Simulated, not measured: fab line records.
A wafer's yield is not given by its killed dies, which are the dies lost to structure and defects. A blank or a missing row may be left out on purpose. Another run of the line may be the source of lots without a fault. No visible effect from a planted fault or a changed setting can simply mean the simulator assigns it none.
fab line records + flow nandHarc
[record]
- lots = 12
- wafers = 36
- lastDay = 33
route steps=1302 shown THIN_TSV@1261 END@1302
lots that met no fault: taken from a fault-free run of the same line
startH: hours from the record's opening day to when the first of the lot's shown wafers began + waitH: how many hours have passed since the lot's step before this one + " unchanged from the row above + L1.1+2: a row that stands for several wafers + - either no value or no given start + * or withheld: withheld + < > ~ a bound
route shown NAME@n: names a module that has steps shown in the file, with the first one's number in the route + usual: the fault-free wafers' mean and standard deviation + same: alike in all rows + chamber/n: place in a boat + sites: readings site by site + _std_site: how widely they spread, as a standard deviation + _edge_site: inner sites' mean taken away from outer sites' mean + radiusMm: how far each site lies from the wafer's centre + mask NAME#n: copy n + behind: the tool/chamber that last shaped the wafer + hold: why the lot was held/for how many hours/how that ended + device: which transistor (n, p or np) failed to switch + end of line: the same wafers' tests at the end of the route + a step with no rows: only its recipe + killed: at the first sort, the dies lost to defects and structure; wafer yield is something else + map: shows each die of a wafer: x if killed, . if not, _ if none is there
set.NAME: setting as actually run; set.NAME@STEP: the setting as run at that earlier step + model.NAME: the simulator's own value behind a step, which no gauge read
route steps across a sampled set of lots; one table per step, one row per wafer
services: when a tool's chamber went out of use (startH, in hours from the record's first day, below 0 if earlier), for how many hours, and the reason
[[steps]]
[step NHARC_THIN_TSV_DESCUM_14]
[recipe]
- timeS = 3
- o2FlowSccm = 200
- arFlowSccm = 0
- biasPowerW = 0
- chemistry = O2
[usual]
- drypumpMotorCurrentA = 5.7/0.33
- oesProductAu = 1.000/0.0091
- rfVppV = 57.6/0.97
- showerheadPlenumPTorr = 1.90/0.056
- throttleValvePct = 11.309/0.009
| lot.wafer | tool       | chamber | startH | waitH | drypumpMotorCurrentA | oesProductAu | rfHoursCounterH | rfVppV | showerheadPlenumPTorr | throttleValvePct |
|-----------|------------|---------|--------|-------|----------------------|--------------|-----------------|--------|-----------------------|------------------|
| L733.1    | rieDiel-01 | 3       | 554.65 | -     | 5.8                  | 1.005        | 8.9             | 58.4   | 1.92                  | 11.311           |
| L733.3    | "          | 0       | "      | "     | 5.9                  | 0.989        | 8.8             | 56.9   | 1.83                  | 11.310           |
| L733.6    | "          | 0       | "      | "     | 5.9                  | 0.999        | -               | 57.6   | 1.83                  | 11.319           |
| L732.2    | rieDiel-10 | 2       | 555.73 | -     | 5.8                  | 1.004        | 6.4             | 57.1   | 1.89                  | 11.312           |
| L732.3    | "          | 0       | "      | "     | 6.2                  | 0.975        | 5.2             | 56.8   | 1.98                  | 11.304           |
| L732.6    | "          | 1       | "      | "     | 5.6                  | 1.007        | -               | 56.2   | 1.90                  | 11.307           |
| L734.3    | rieDiel-10 | 0       | 572.66 | -     | 6.2                  | 0.990        | 5.7             | 57.3   | 1.98                  | 11.314           |
| L734.6    | "          | 1       | "      | "     | 5.6                  | 0.995        | -               | 57.2   | 1.90                  | 11.301           |
| L734.5    | "          | 2       | "      | "     | 5.8                  | 0.999        | -               | 59.0   | 1.89                  | 11.298           |
| L736.1    | rieDiel-01 | 2       | 592.94 | -     | 5.4                  | 1.006        | 1.9             | 58.1   | 1.96                  | 11.300           |
| L736.2    | "          | 1       | "      | "     | 5.2                  | 0.981        | 1.9             | 57.6   | 1.80                  | 11.318           |
| L736.5    | "          | 3       | "      | "     | 5.8                  | 0.988        | -               | 57.2   | 1.92                  | 11.308           |
| L742.2    | rieDiel-10 | 2       | 662.29 | -     | 5.8                  | 0.993        | 2.2             | 56.9   | 1.89                  | 11.335           |
| L742.4    | "          | 3       | "      | "     | 5.3                  | 1.018        | 2.2             | 58.9   | 1.93                  | 11.299           |
| L742.5    | "          | 0       | "      | "     | 6.2                  | 0.988        | -               | 57.7   | 1.98                  | 11.313           |
| L743.1    | rieDiel-10 | 1       | 663.48 | -     | 5.6                  | 1.001        | 2.7             | 55.5   | 1.90                  | 11.321           |
| L743.2    | "          | 2       | "      | "     | 5.8                  | 0.995        | 2.4             | 59.3   | 1.89                  | 11.314           |
| L743.6    | "          | 1       | "      | "     | 5.6                  | 0.989        | -               | 57.1   | 1.90                  | 11.308           |
| L750.2    | rieDiel-10 | 0       | 746.72 | -     | 6.2                  | 0.989        | 7.0             | 56.5   | 1.98                  | 11.314           |
| L750.6    | "          | 0       | "      | "     | 6.2                  | 0.987        | -               | 57.9   | 1.98                  | 11.318           |
| L750.5    | "          | 1       | "      | "     | 5.6                  | 0.995        | -               | 57.7   | 1.90                  | 11.300           |
| L751.1    | rieDiel-02 | 1       | 757.05 | -     | 5.8                  | 0.986        | 0               | 58.3   | 1.93                  | 11.314           |
| L751.6    | "          | 0       | "      | "     | 6.1                  | 1.004        | -               | 57.6   | 1.88                  | 11.313           |
| L751.5    | "          | 1       | "      | "     | 5.8                  | 0.987        | -               | 57.9   | 1.93                  | 11.305           |
| L752.3    | rieDiel-01 | 1       | 758.22 | -     | 5.2                  | 1.003        | 1.4             | 57.9   | 1.80                  | 11.308           |
| L752.1    | "          | 3       | "      | "     | 5.8                  | 0.999        | 1.5             | 56.1   | 1.92                  | 11.306           |
| L752.6    | "          | 2       | "      | "     | 5.5                  | 0.997        | -               | 58.0   | 1.95                  | 11.310           |
| L753.2    | rieDiel-01 | 2       | 759.59 | -     | 5.5                  | 0.999        | 1.9             | 58.1   | 1.95                  | 11.306           |
| L753.3    | "          | 3       | "      | "     | 5.8                  | 0.997        | 1.8             | 59.1   | 1.92                  | 11.302           |
| L753.1    | "          | 0       | "      | "     | 5.9                  | 0.999        | 2.0             | 57.2   | 1.82                  | 11.283           |
| L755.2    | rieDiel-02 | 2       | 778.17 | -     | 5.2                  | 1.013        | 0.7             | 57.2   | 1.89                  | 11.313           |
| L755.1    | "          | 0       | "      | "     | 6.1                  | 0.991        | 1.0             | 59.0   | 1.88                  | 11.310           |
| L755.3    | "          | 1       | "      | "     | 5.8                  | 0.985        | 0.8             | 58.0   | 1.93                  | 11.310           |
| L754.1    | rieDiel-01 | 0       | 779.49 | -     | 5.9                  | 1.005        | 3.1             | 56.6   | 1.82                  | 11.300           |
| L754.2    | "          | 1       | "      | "     | 5.1                  | 1.010        | 3.0             | 56.0   | 1.80                  | 11.323           |
| L754.6    | "          | 0       | "      | "     | 5.9                  | 1.008        | -               | 58.7   | 1.82                  | 11.311           |
[step NHARC_THIN_TSV_DEP_47]
[recipe]
- targetThkA = 2000
- tempC = withheld
- pressureTorr = 6.5
- rfW = 900
- teosFlowSccm = 161.4
- flowSccm = 2650
- targetThkNm = 200
- gas = O2
- material = SiO2
[usual]
- flowSccm = 2650/7.9
- throttleValvePct = 16.0/0.51
| lot.wafer | tool     | chamber | startH | waitH | flowSccm | throttleValvePct |
|-----------|----------|---------|--------|-------|----------|------------------|
| L733.3    | pecvd-04 | 2       | 556.41 | -     | 2661     | 16.3             |
| L733.1    | "        | 1       | "      | "     | 2662     | 15.4             |
| L733.6    | "        | 1       | "      | "     | 2655     | 15.3             |
| L732.2    | pecvd-04 | 2       | 557.51 | -     | 2647     | 16.5             |
| L732.3    | "        | 0       | "      | "     | 2647     | 16.3             |
| L732.6    | "        | 0       | "      | "     | 2648     | 16.1             |
| L734.3    | pecvd-03 | 0       | 574.40 | -     | 2662     | 16.2             |
| L734.6    | "        | 1       | "      | "     | 2654     | 15.8             |
| L734.5    | "        | 0       | "      | "     | 2651     | 16.4             |
| L736.2    | pecvd-04 | 1       | 594.96 | -     | 2652     | 15.6             |
| L736.1    | "        | 2       | "      | "     | 2650     | 16.4             |
| L736.5    | "        | 0       | "      | "     | 2647     | 16.0             |
| L742.2    | pecvd-04 | 2       | 663.97 | -     | 2663     | 16.2             |
| L742.4    | "        | 0       | "      | "     | 2653     | 15.8             |
| L742.5    | "        | 1       | "      | "     | 2645     | 15.1             |
| L743.2    | pecvd-04 | 2       | 665.39 | -     | 2646     | 16.4             |
| L743.1    | "        | 0       | "      | "     | 2649     | 15.7             |
| L743.6    | "        | 0       | "      | "     | 2641     | 15.8             |
| L750.2    | pecvd-02 | 2       | 748.39 | -     | 2662     | 17.0             |
| L750.5    | "        | 2       | "      | "     | 2663     | 16.7             |
| L750.6    | "        | 0       | "      | "     | 2644     | 15.8             |
| L751.1    | pecvd-02 | 1       | 759.06 | -     | 2654     | 16.9             |
| L751.5    | "        | 2       | "      | "     | 2636     | 17.1             |
| L751.6    | "        | 1       | "      | "     | 2649     | 17.1             |
| L752.3    | pecvd-04 | 1       | 759.92 | -     | 2648     | 15.6             |
| L752.1    | "        | 0       | "      | "     | 2651     | 16.1             |
| L752.6    | "        | 0       | "      | "     | 2630     | 16.2             |
| L753.3    | pecvd-04 | 0       | 761.27 | -     | 2662     | 16.1             |
| L753.2    | "        | 1       | "      | "     | 2652     | 15.6             |
| L753.1    | "        | 2       | "      | "     | 2647     | 16.6             |
| L755.3    | pecvd-04 | 1       | 780.07 | -     | 2657     | 15.8             |
| L755.1    | "        | 2       | "      | "     | 2644     | 16.3             |
| L755.2    | "        | 0       | "      | "     | 2647     | 16.1             |
| L754.1    | pecvd-04 | 0       | 781.30 | -     | 2638     | 16.0             |
| L754.2    | "        | 1       | "      | "     | 2655     | 15.4             |
| L754.6    | "        | 1       | "      | "     | 2650     | 15.4             |
[step NHARC_THIN_TSV_PVD_51]
[recipe]
- targetThkA = 1000
- chamberPressurePa = 5
- material = Cu
[usual]
- throttleValvePct = 29.8/0.87
| lot.wafer | tool          | chamber | startH | waitH | throttleValvePct |
|-----------|---------------|---------|--------|-------|------------------|
| L733.1    | pvdSputter-02 | -       | -      | -     | 29.6             |
| L733.3    | "             | -       | "      | "     | 29.6             |
| L733.6    | "             | -       | "      | "     | 29.9             |
| L732.3    | pvdSputter-02 | -       | -      | -     | 29.7             |
| L732.2    | "             | -       | "      | "     | 30.0             |
| L732.6    | "             | -       | "      | "     | 30.0             |
| L734.3    | pvdSputter-03 | -       | -      | -     | 30.0             |
| L734.6    | "             | -       | "      | "     | 28.6             |
| L734.5    | "             | -       | "      | "     | 29.9             |
| L736.1    | pvdSputter-02 | -       | -      | -     | 29.9             |
| L736.2    | "             | -       | "      | "     | 29.6             |
| L736.5    | "             | -       | "      | "     | 30.0             |
| L742.4    | pvdSputter-01 | -       | -      | -     | 29.2             |
| L742.2    | "             | -       | "      | "     | 30.1             |
| L742.5    | "             | -       | "      | "     | 29.3             |
| L743.1    | pvdSputter-01 | -       | -      | -     | 30.4             |
| L743.2    | "             | -       | "      | "     | 29.3             |
| L743.6    | "             | -       | "      | "     | 31.4             |
| L750.2    | pvdSputter-01 | -       | -      | -     | 30.0             |
| L750.6    | "             | -       | "      | "     | 29.4             |
| L750.5    | "             | -       | "      | "     | 29.9             |
| L751.1    | pvdSputter-01 | -       | -      | -     | 29.4             |
| L751.6    | "             | -       | "      | "     | 30.9             |
| L751.5    | "             | -       | "      | "     | 28.7             |
| L752.1    | pvdSputter-03 | -       | -      | -     | 28.4             |
| L752.3    | "             | -       | "      | "     | 29.3             |
| L752.6    | "             | -       | "      | "     | 31.2             |
| L753.2    | pvdSputter-03 | -       | -      | -     | 28.5             |
| L753.3    | "             | -       | "      | "     | 29.3             |
| L753.1    | "             | -       | "      | "     | 28.1             |
| L755.2    | pvdSputter-03 | -       | -      | -     | 29.5             |
| L755.1    | "             | -       | "      | "     | 28.2             |
| L755.3    | "             | -       | "      | "     | 31.6             |
| L754.1    | pvdSputter-01 | -       | -      | -     | 30.6             |
| L754.2    | "             | -       | "      | "     | 29.9             |
| L754.6    | "             | -       | "      | "     | 30.4             |
[step NHARC_THIN_TSV_ETCH_59]
[recipe]
- targetDepthA = 8800
- icpW = 900
- biasW = 100
- Cl2_flow_sccm = 60
- bcl3FlowSccm = 30
- timeS = 138.1
- chemistry = Cl2/BCl3
[usual]
- drypumpMotorCurrentA = 5.4/0.51
- oesProductAu = 0.999/0.0073
- throttleValvePct = 22.264/0.0092
| lot.wafer | tool        | chamber | startH | waitH | drypumpMotorCurrentA | oesProductAu | rfHoursCounterH | throttleValvePct |
|-----------|-------------|---------|--------|-------|----------------------|--------------|-----------------|------------------|
| L733.1    | rieMetal-03 | 0       | 560.93 | 0.1   | 5.3                  | 1.005        | 0.7             | 22.262           |
| L733.3    | "           | 0       | "      | "     | 5.3                  | 1.000        | -               | 22.254           |
| L733.6    | "           | 1       | "      | "     | 6.1                  | 0.990        | -               | 22.280           |
| L732.2    | rieMetal-01 | 0       | 561.77 | 0.1   | 5.0                  | 1.006        | 2.3             | 22.271           |
| L732.3    | "           | 0       | "      | "     | 5.0                  | 1.010        | -               | 22.251           |
| L732.6    | "           | 0       | "      | "     | 5.0                  | 0.992        | -               | 22.258           |
| L734.3    | rieMetal-03 | 1       | 578.84 | 0.2   | 6.2                  | 0.999        | -               | 22.275           |
| L734.5    | "           | 1       | "      | "     | 6.1                  | 0.997        | -               | 22.268           |
| L734.6    | "           | 0       | "      | "     | 5.4                  | 0.995        | -               | 22.265           |
| L736.2    | rieMetal-01 | 0       | 599.28 | 0.1   | 5.0                  | 0.996        | 0.1             | 22.284           |
| L736.1    | "           | 1       | "      | "     | 5.9                  | 1.004        | 0.1             | 22.263           |
| L736.5    | "           | 0       | "      | "     | 5.0                  | 1.004        | -               | 22.266           |
| L742.2    | rieMetal-01 | 0       | 668.19 | 0.1   | 5.0                  | 1.006        | 1.3             | 22.254           |
| L742.4    | "           | 0       | "      | "     | 5.0                  | 1.000        | -               | 22.258           |
| L742.5    | "           | 0       | "      | "     | 5.0                  | 1.000        | -               | 22.277           |
| L743.2    | rieMetal-02 | 1       | 669.71 | 0.1   | 4.8                  | 0.984        | 0.3             | 22.269           |
| L743.1    | "           | 0       | "      | "     | 4.8                  | 1.008        | 0.3             | 22.269           |
| L743.6    | "           | 0       | "      | "     | 4.8                  | 1.009        | -               | 22.275           |
| L750.2    | rieMetal-03 | 0       | 752.64 | 0.1   | 5.3                  | 0.992        | 0.8             | 22.253           |
| L750.6    | "           | 1       | "      | "     | 6.1                  | 1.000        | -               | 22.258           |
| L750.5    | "           | 0       | "      | "     | 5.4                  | 0.996        | -               | 22.237           |
| L751.1    | rieMetal-01 | 1       | 763.33 | 0.1   | 5.9                  | 0.986        | 0.0             | 22.261           |
| L751.6    | "           | 0       | "      | "     | 5.0                  | 0.992        | -               | 22.268           |
| L751.5    | "           | 1       | "      | "     | 5.9                  | 1.009        | -               | 22.268           |
| L752.1    | rieMetal-02 | 1       | 764.19 | 0.1   | 4.8                  | 1.001        | 2.1             | 22.261           |
| L752.3    | "           | 1       | "      | "     | 4.8                  | 0.996        | -               | 22.288           |
| L752.6    | "           | 1       | "      | "     | 4.8                  | 0.999        | -               | 22.265           |
| L753.2    | rieMetal-01 | 1       | 765.64 | 0.1   | 5.9                  | 1.005        | 0.2             | 22.257           |
| L753.1    | "           | 0       | "      | "     | 5.0                  | 1.002        | 0.2             | 22.270           |
| L753.3    | "           | 1       | "      | "     | 5.9                  | 0.997        | -               | 22.264           |
| L755.2    | rieMetal-01 | 1       | 784.53 | 0.1   | 5.9                  | 0.992        | 0.7             | 22.256           |
| L755.1    | "           | 0       | "      | "     | 5.0                  | 0.997        | 0.7             | 22.255           |
| L755.3    | "           | 1       | "      | "     | 5.9                  | 0.998        | -               | 22.282           |
| L754.2    | rieMetal-03 | 1       | 785.80 | 0.1   | 6.1                  | 1.005        | 1.6             | 22.258           |
| L754.1    | "           | 0       | "      | "     | 5.3                  | 0.999        | 1.6             | 22.252           |
| L754.6    | "           | 1       | "      | "     | 6.1                  | 1.013        | -               | 22.265           |
[step NHARC_END_SORT_01]
[recipe]
- tempC = 25
[usual]
- defectLimitedYield = 89.8/2.9
- killedAtArray = 65/19
- killedAtOther = 0.9/1.1
- killedAtPeriphery = 3.5/2.3
- killedDies = 69/19
- killedOpen = 3.2/1.8
- killedShort = 2.4/1.5
[same]
- grossDies = 677
| lot.wafer | tool      | chamber | startH | waitH | defectLimitedYield[%] | killedAtArray | killedAtOther | killedAtPeriphery | killedDies | killedOpen | killedShort |
|-----------|-----------|---------|--------|-------|-----------------------|---------------|---------------|-------------------|------------|------------|-------------|
| L733.1    | prober-02 | 0       | 577.48 | 2.5   | 92.2                  | 50            | 0             | 3                 | 53         | 2          | 4           |
| L733.3    | prober-02 | 0       | 579.07 | 3.1   | 93.4                  | 34            | 1             | 10                | 45         | 3          | 4           |
| L733.6    | prober-02 | 0       | 581.47 | 4.0   | 94.1                  | 32            | 0             | 8                 | 40         | 5          | 1           |
| L743.1    | prober-02 | 0       | 676.07 | 2.5   | 79.6                  | 58            | 79            | 1                 | 138        | 1          | 3           |
| L743.2    | prober-02 | 0       | 676.88 | 2.8   | 90.8                  | 60            | 1             | 1                 | 62         | 2          | 6           |
| L743.6    | prober-02 | 0       | 680.12 | 4.1   | 81.8                  | 43            | 78            | 2                 | 123        | 2          | 1           |
| L742.2    | prober-02 | 0       | 684.67 | 2.8   | 87.1                  | 84            | 0             | 3                 | 87         | 4          | 2           |
| L742.4    | prober-02 | 0       | 686.26 | 3.4   | 75.9                  | 83            | 77            | 3                 | 163        | 7          | 4           |
| L742.5    | prober-02 | 0       | 687.05 | 3.7   | 86.4                  | 87            | 2             | 3                 | 92         | 7          | 0           |
| L753.1    | prober-01 | 0       | 772.11 | 2.5   | 87.9                  | 75            | 3             | 4                 | 82         | 5          | 3           |
| L752.1    | prober-02 | 0       | 779.92 | 2.5   | 90.4                  | 59            | 2             | 4                 | 65         | 7          | 2           |
| L752.3    | prober-02 | 0       | 781.51 | 3.1   | 89.5                  | 64            | 2             | 5                 | 71         | 6          | 1           |
| L752.6    | prober-02 | 0       | 783.89 | 4.0   | 90.4                  | 65            | 0             | 0                 | 65         | 3          | 5           |
| L755.1    | prober-01 | 0       | 793.23 | 2.5   | 90.8                  | 59            | 1             | 2                 | 62         | 0          | 3           |
// killed by level:class
L733.1 A_SLIT:chamberFilmFlake=26 A_CHANNEL_HOLE_D2:chamberFilmFlake=8 A_CHANNEL_HOLE_D1:chamberFilmFlake=3 A_CHANNEL_FILL_D1:chamberFilmFlake=3 A_CONTACT:chamberFilmFlake=3 A_ONON_D2:geometricParticle:short=2 P_CONTACT:chamberFilmFlake=2 P_M0:geometricParticle:open=1
L733.3 A_SLIT:chamberFilmFlake=22 A_CHANNEL_HOLE_D2:chamberFilmFlake=5 P_CONTACT:chamberFilmFlake=4 P_STI:chamberFilmFlake=3 A_ONON_D1:geometricParticle:open=2 P_M2:geometricParticle:short=1 A_ONON_D1:geometricParticle:short=1 A_DECK1_JOINT:geometricParticle:open=1
L733.6 A_SLIT:chamberFilmFlake=20 P_CONTACT:chamberFilmFlake=3 A_STAIRCASE:chamberFilmFlake=2 A_CHANNEL_HOLE_D2:chamberFilmFlake=2 A_CONTACT:chamberFilmFlake=2 P_CONTACT:geometricParticle:open=1 P_M0:geometricParticle:open=1 A_ONON_D1:geometricParticle:open=1
L743.1 THIN_TSV:unspecified=78 A_SLIT:chamberFilmFlake=29 A_CHANNEL_HOLE_D2:chamberFilmFlake=14 A_CHANNEL_HOLE_D1:chamberFilmFlake=3 A_CONTACT:chamberFilmFlake=3 A_CHANNEL_FILL_D1:chamberFilmFlake=2 A_WL_FILL:chamberFilmFlake=2 A_ONON_D1:geometricParticle:short=1
L743.2 A_SLIT:chamberFilmFlake=30 A_CHANNEL_HOLE_D2:chamberFilmFlake=11 A_CHANNEL_HOLE_D1:chamberFilmFlake=6 A_ONON_D2:geometricParticle:short=2 A_ONON_D1:geometricParticle:short=1 A_CHANNEL_HOLE_D1:geometricParticle:short=1 A_CHANNEL_FILL_D1:geometricParticle:short=1 A_ONON_D2:geometricParticle:open=1
L743.6 THIN_TSV:unspecified=78 A_SLIT:chamberFilmFlake=26 A_CHANNEL_HOLE_D2:chamberFilmFlake=9 A_CHANNEL_HOLE_D1:chamberFilmFlake=3 A_CONTACT:chamberFilmFlake=2 P_GATE:geometricParticle:open=1 A_CHANNEL_FILL_D2:geometricParticle:short=1 A_WL_FILL:geometricParticle:open=1
L742.2 A_CHANNEL_HOLE_D1:chamberFilmFlake=34 A_SLIT:chamberFilmFlake=31 A_STAIRCASE:chamberFilmFlake=7 A_CHANNEL_FILL_D1:chamberFilmFlake=2 A_WL_FILL:chamberFilmFlake=2 P_CONTACT:geometricParticle:short=1 A_ONON_D2:geometricParticle:open=1 A_SGD_CUT:geometricParticle:short=1
L742.4 THIN_TSV:unspecified=77 A_SLIT:chamberFilmFlake=34 A_CHANNEL_HOLE_D1:chamberFilmFlake=31 A_STAIRCASE:chamberFilmFlake=4 A_SGD_CUT:chamberFilmFlake=3 A_DECK1_JOINT:geometricParticle:short=2 A_ONON_D2:geometricParticle:open=2 A_CHANNEL_FILL_D2:geometricParticle:open=2
L742.5 A_SLIT:chamberFilmFlake=34 A_CHANNEL_HOLE_D1:chamberFilmFlake=30 A_SGD_CUT:chamberFilmFlake=6 A_STAIRCASE:chamberFilmFlake=4 A_CONTACT:chamberFilmFlake=3 A_CHANNEL_HOLE_D2:chamberFilmFlake=2 A_WL_FILL:chamberFilmFlake=2 THIN_TSV:chamberFilmFlake=2
L753.1 A_CHANNEL_HOLE_D2:chamberFilmFlake=36 A_CHANNEL_HOLE_D1:chamberFilmFlake=19 A_SLIT:chamberFilmFlake=7 A_STAIRCASE:chamberFilmFlake=5 P_BONDPAD:chamberFilmFlake=3 A_CONTACT:geometricParticle:open=2 A_CONTACT:chamberFilmFlake=2 A_ONON_D2:geometricParticle:short=1
L752.1 A_SLIT:chamberFilmFlake=29 A_CHANNEL_HOLE_D1:chamberFilmFlake=16 A_CONTACT:chamberFilmFlake=4 P_M0:geometricParticle:open=1 P_M2:geometricParticle:open=1 A_CHANNEL_FILL_D1:geometricParticle:open=1 A_CHANNEL_HOLE_D2:geometricParticle:open=1 A_SGD_CUT:geometricParticle:open=1
L752.3 A_SLIT:chamberFilmFlake=32 A_CHANNEL_HOLE_D1:chamberFilmFlake=18 A_CONTACT:chamberFilmFlake=5 P_M2:chamberFilmFlake=4 A_M1:geometricParticle:open=2 A_CHANNEL_HOLE_D2:chamberFilmFlake=2 THIN_TSV:chamberFilmFlake=2 P_M2:geometricParticle:open=1
L752.6 A_SLIT:chamberFilmFlake=33 A_CHANNEL_HOLE_D1:chamberFilmFlake=17 A_STAIRCASE:chamberFilmFlake=4 A_CHANNEL_FILL_D2:geometricParticle:short=3 A_CHANNEL_FILL_D2:geometricParticle:open=2 A_CONTACT:chamberFilmFlake=2 A_CHANNEL_FILL_D1:geometricParticle:short=1 A_SGD_CUT:geometricParticle:open=1
L755.1 A_CHANNEL_HOLE_D2:chamberFilmFlake=32 A_SLIT:chamberFilmFlake=13 A_CONTACT:chamberFilmFlake=8 P_GATE:chamberFilmFlake=2 A_STAIRCASE:chamberFilmFlake=2 A_CHANNEL_FILL_D2:geometricParticle:short=1 A_WL_FILL:geometricParticle:short=1 STARTING-WAFER:geometricParticle:short=1
[[services]]
| tool          | chamber | startH | hours | kind   |
|---------------|---------|--------|-------|--------|
| rieDiel-01    | -       | 557.80 | 9.0   | pm     |
| pecvd-04      | 2       | 558.56 | 5.7   | repair |
| rieDiel-01    | 0       | 568.42 | 15.4  | repair |
| rieMetal-01   | -       | 575.00 | 9.0   | pm     |
| pvdSputter-01 | -       | 582.69 | 10.0  | pm     |
| pvdSputter-02 | -       | 589.95 | 0.8   | repair |
| rieDiel-10    | -       | 596.50 | 9.0   | pm     |
| pecvd-04      | -       | 631.22 | 13.0  | pm     |
| pvdSputter-02 | -       | 638.45 | 10.0  | pm     |
| rieDiel-01    | 0       | 678.02 | 2.4   | repair |
| pecvd-04      | -       | 689.77 | 0.3   | repair |
| rieDiel-01    | 1       | 693.36 | 6.1   | repair |
| rieMetal-03   | -       | 696.00 | 9.0   | pm     |
| pvdSputter-03 | -       | 704.33 | 10.0  | pm     |
| pvdSputter-03 | -       | 716.58 | 1.0   | repair |
| rieDiel-10    | 2       | 726.55 | 14.0  | repair |
| rieDiel-01    | -       | 734.80 | 9.0   | pm     |
| rieMetal-01   | -       | 752.00 | 9.0   | pm     |
| pvdSputter-01 | -       | 756.42 | 1.1   | repair |
| pvdSputter-01 | -       | 760.69 | 10.0  | pm     |
| rieDiel-01    | 1       | 762.33 | 1.6   | repair |
| pecvd-04      | -       | 766.14 | 1.1   | repair |
| pecvd-04      | -       | 772.37 | 0.3   | repair |
| rieDiel-10    | -       | 773.50 | 9.0   | pm     |
[[key]]
[firstSign]
- step = NHARC_END_SORT_01
- reading = killedAtOther
- direction = up
- sigmas = 67
- usual = 0.9
- struck = 78
[effect]
- step = NHARC_END_SORT_01
- reading = defectLimitedYield
- direction = down
- sigmas = 3.7
- usual = 89.8
- struck = 79.1
[moreKillsBornAt]
- NHARC_THIN_TSV_DEP_47@pecvd-04 = 233
metAt NHARC_THIN_TSV_DEP_47
struckLots L742,L743
struckWafers L742.4,L743.1,L743.6
notActingAt NHARC_THIN_TSV_DESCUM_14,NHARC_THIN_TSV_PVD_51,NHARC_THIN_TSV_ETCH_59
onsetBetween 594.96 663.97
[fault]
- kind = chamberParticleSource
- tool = pecvd-04
- chamber = 0
- onsetH = 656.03
- steps = NHARC_THIN_TSV_DEP_47
- ratePerVisitCm2 = 1.5691
- endH = 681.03
